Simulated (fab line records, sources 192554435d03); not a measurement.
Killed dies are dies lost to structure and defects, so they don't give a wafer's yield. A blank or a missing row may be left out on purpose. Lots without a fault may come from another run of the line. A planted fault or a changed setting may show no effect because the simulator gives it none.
fab line records | flow n5_finfet
record lots=7 wafers=39
route steps=1938 shown ZERO_LAYER@4 WELL_APT@33 DUMMY_GATE@243 HKMG_FIN@406 GATE_CUT@466 BEOL_M4@1111
start_h: hours from the record's first day to the start of the lot's first wafer shown | wait_h: hours since the lot's step before | " the same as in the row above | L1.1+2: a row that stands for several wafers | - no value, or no start given | * or withheld: withheld | < > ~ a bound
route shown NAME@n: a module of which the file shows steps, and the number in the route of the first | usual: mean/standard deviation of fault-free wafers | same: alike in all rows | chamber/n: place in a boat | sites: the reading at each site | _std_site: their standard deviation | _edge_site: outer sites' mean less inner sites' | radius_mm: how far each site lies from the wafer's centre | mask NAME#n: copy n | behind: the tool/chamber that last shaped the wafer | hold: why the lot was held/for how many hours/how that ended | device: the transistor (n, p or np) that didn't switch | end of line: the same wafers' tests at the end of the route | a step without rows: its recipe alone | killed: dies lost to structure and defects at the first sort, not the wafer's yield | map: a wafer's dies, x killed, . not, _ none there
set.NAME: the setting as run; set.NAME@STEP: as run at that earlier step | model.NAME: the simulator's own value behind a step, which no gauge read
lots whose settings were changed on purpose; a table a step, a row a wafer
## steps
# step N5_ZERO_LAYER_PECVD_02
# recipe material=SiO2 target_thk_a=100 temp_c=400 precursor=SiH4/N2O pressure_torr=0.75 rf_w=275 time_s=6
# step N5_WELL_APT_IMPLANT_15
# recipe species=As energy_kev=25 dose_cm2=1.5e+13 tilt_deg=0 rotation_deg=0
# step N5_DUMMY_GATE_ETCH_31
# recipe chemistry=C4F6/O2 target=SiO2 mask_material=SOC target_depth_a=825 time_s=27.5 ion_energy_ev=250 pressure_mtorr=30 source_w=345 bias_w=185 Ar_flow_sccm=300 C4F6_flow_sccm=10 O2_flow_sccm=10
# step N5_HKMG_FIN_ETCH_58
# recipe chemistry=N2/H2 target=SOC target_depth_a=2158 ion_energy_ev=50 bias_w=13 time_s=741 pressure_mtorr=30 source_w=875 n2_flow_sccm=200 h2_flow_sccm=200
# step N5_GATE_CUT_ETCH_56
# recipe chemistry=Cl2/Ar target=TiN target_depth_a=216 pressure_mtorr=10 icp_w=600 bias_w=60 Cl2_flow_sccm=40 Ar_flow_sccm=60
# step N5_BEOL_M4_RC_MEAS_101
# usual CJ_P=5.77/0.14
# columns lot.wafer tool chamber start_h wait_h set.target_thk_a@ZERO_LAYER_PECVD_02 set.dose_cm2@WELL_APT_IMPLANT_15 set.target_depth_a@DUMMY_GATE_ETCH_31 set.source_w@HKMG_FIN_ETCH_58 set.bias_w@GATE_CUT_ETCH_56 CJ_P
L075.1 prober-01 0 167.82 0.0 100 1.5e+13 917 746.7 60 5.72
L075.2 " 0 " " 100 1.4e+13 825 746.7 60 5.54
L075.3 " 0 " " 100 1.4e+13 825 875 60 5.66
L075.4 " 0 " " 100 1.5e+13 825 875 60 5.91
L075.5 " 0 " " 100 1.4e+13 917 875 60 5.55
L075.6 " 0 " " 100 1.5e+13 917 746.7 60 5.76
L079.1 prober-02 0 194.14 0.0 92.8 1.5e+13 761.8 875 60 5.87
L079.2 " 0 " " 100 1.5e+13 825 757 60 5.79
L079.3 " 0 " " 100 1.5e+13 825 757 60 6.02
L079.4 " 0 " " 92.8 1.5e+13 825 875 60 5.74
L079.5 " 0 " " 92.8 1.5e+13 761.8 757 60 5.85
L079.6 " 0 " " 100 1.5e+13 761.8 875 60 5.91
L080.1 prober-02 0 200.27 0.0 100 1.317e+13 825 875 48.6 5.40
L080.2 " 0 " " 115.5 1.317e+13 880.6 875 60 5.39
L080.3 " 0 " " 100 1.5e+13 825 875 60 5.57
L080.4 " 0 " " 100 1.5e+13 880.6 875 48.6 5.56
L080.5 " 0 " " 115.5 1.5e+13 880.6 875 60 5.51
L080.6 " 0 " " 115.5 1.317e+13 825 875 48.6 5.12
L083.1 prober-02 0 219.25 0.4 100 1.38e+13 825 967.6 60 5.58
L083.2 " 0 " " 100 1.5e+13 775.1 875 60 5.80
L083.3 " 0 " " 100 1.5e+13 825 967.6 60 5.84
L083.4 " 0 " " 100 1.38e+13 825 875 60 5.69
L083.5 " 0 " " 100 1.38e+13 775.1 967.6 60 5.53
L083.6 " 0 " " 100 1.5e+13 775.1 875 60 5.96
L090.2 prober-01 0 261.97 0.2 100 1.5e+13 825 875 60 5.87
L090.3 " 0 " " 100 1.5e+13 825 875 60 5.72
L090.4 " 0 " " 100 1.5e+13 825 875 60 5.65
L093.1 prober-01 0 275.44 0.0 100 1.223e+13 825 959.2 60 5.44
L093.2 " 0 " " 100 1.223e+13 734.7 875 60 5.21
L093.3 " 0 " " 100 1.5e+13 825 959.2 65.08 5.96
L093.4 " 0 " " 100 1.5e+13 734.7 959.2 65.08 5.88
L093.5 " 0 " " 100 1.5e+13 734.7 875 60 5.81
L093.6 " 0 " " 100 1.223e+13 825 875 65.08 5.35
L096.1 prober-01 0 308.16 0.0 100 1.341e+13 825 875 60 5.50
L096.2 " 0 " " 113.8 1.5e+13 825 875 60 5.45
L096.3 " 0 " " 113.8 1.341e+13 917.9 875 71.07 5.39
L096.4 " 0 " " 100 1.341e+13 917.9 875 71.07 5.63
L096.5 " 0 " " 113.8 1.5e+13 825 875 71.07 5.57
L096.6 " 0 " " 100 1.5e+13 917.9 875 60 5.75
## key
split step=N5_ZERO_LAYER_PECVD_02 setting=target_thk_a stated_as=100
response none clear
split step=N5_WELL_APT_IMPLANT_15 setting=dose_cm2 stated_as=1.5e+13
response step=N5_BEOL_M4_RC_MEAS_101 reading=CJ_P slope=+0.0244 per=1% together_with=all explained=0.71
split step=N5_DUMMY_GATE_ETCH_31 setting=target_depth_a stated_as=825
response none clear
split step=N5_HKMG_FIN_ETCH_58 setting=source_w stated_as=875
response none clear
split step=N5_GATE_CUT_ETCH_56 setting=bias_w stated_as=60
response none clear
